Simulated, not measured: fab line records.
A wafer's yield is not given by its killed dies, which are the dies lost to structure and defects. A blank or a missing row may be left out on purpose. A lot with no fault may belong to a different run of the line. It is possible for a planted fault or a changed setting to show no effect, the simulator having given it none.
Chamber matching -- flow nand harc -- rie diel-07 running NHARC_P_ZERO_WELL_DESCUM_26: 4 sister chambers
The step chemistry O2, time 3 s. 14 wafers are shown with their chamber, then 7 later ones without.

== WAFERS PAIRED WITH THEIR CHAMBERS ==
wafer,chamber,showerhead plenum p Torr (Torr),drypump motor current A (A),throttle valve pct (%)
L074.1,1,2.06,5.2,11.279
L074.3,0,1.95,5.4,11.308
L074.4,2,1.96,5.5,11.292
L076.1,3,1.92,6.4,11.316
L076.2,2,1.96,5.6,11.302
L076.5,3,1.92,6.4,11.310
L079.1,3,1.92,6.3,11.305
L079.3,0,1.95,5.4,11.296
L079.5,0,1.95,5.4,11.302
L085.2,2,1.96,5.6,11.341
L085.3,3,1.92,6.3,11.304
L085.6,0,1.95,5.4,11.315
L089.1,3,1.92,6.3,11.299
L089.4,0,1.94,5.4,11.297

SIGNATURES (means of the wafers above)
reading,chamber 0,chamber 1,chamber 2,chamber 3,scatter within a chamber
showerhead plenum p Torr,1.9480,2.0600,1.9600,1.9200,0.00283
drypump motor current A,5.400,5.200,5.567,6.340,0.0432
throttle valve pct,11.30360,11.27900,11.31167,11.30680,0.0133
Rule: a wafer lies at a distance from a chamber equal to the root of the sum of squares, over the readings, of (its reading less the chamber's mean, divided by the reading's scatter). If the next closest chamber is less than 2 further off than the closest, the wafer can't be placed; otherwise it belongs to the closest. The scatter is the square root of a quotient: the sum, over the shown wafers, of each reading's squared deviation from its chamber's mean, divided by wafers minus chambers.

== WAFERS MISSING THEIR CHAMBER ==
wafer,showerhead plenum p Torr (Torr),drypump motor current A (A),throttle valve pct (%)
L089.6,2.05,5.2,11.309
L095.1,1.96,5.5,11.301
L095.2,1.94,5.4,11.311
L095.6,1.96,5.5,11.300
L096.4,1.96,5.6,11.318
L096.5,2.05,5.2,11.319
L096.6,1.96,5.6,11.314

== THE CHAMBER EACH PASSED THROUGH ==
wafer,from the rows above,in truth
L089.6,1,1
L095.1,2,2
L095.2,0,0
L095.6,2,2
L096.4,2,2
L096.5,1,1
L096.6,2,2
Placed correctly: 7 of 7. Left unplaced by these rows: 0. Placed wrongly: 0.
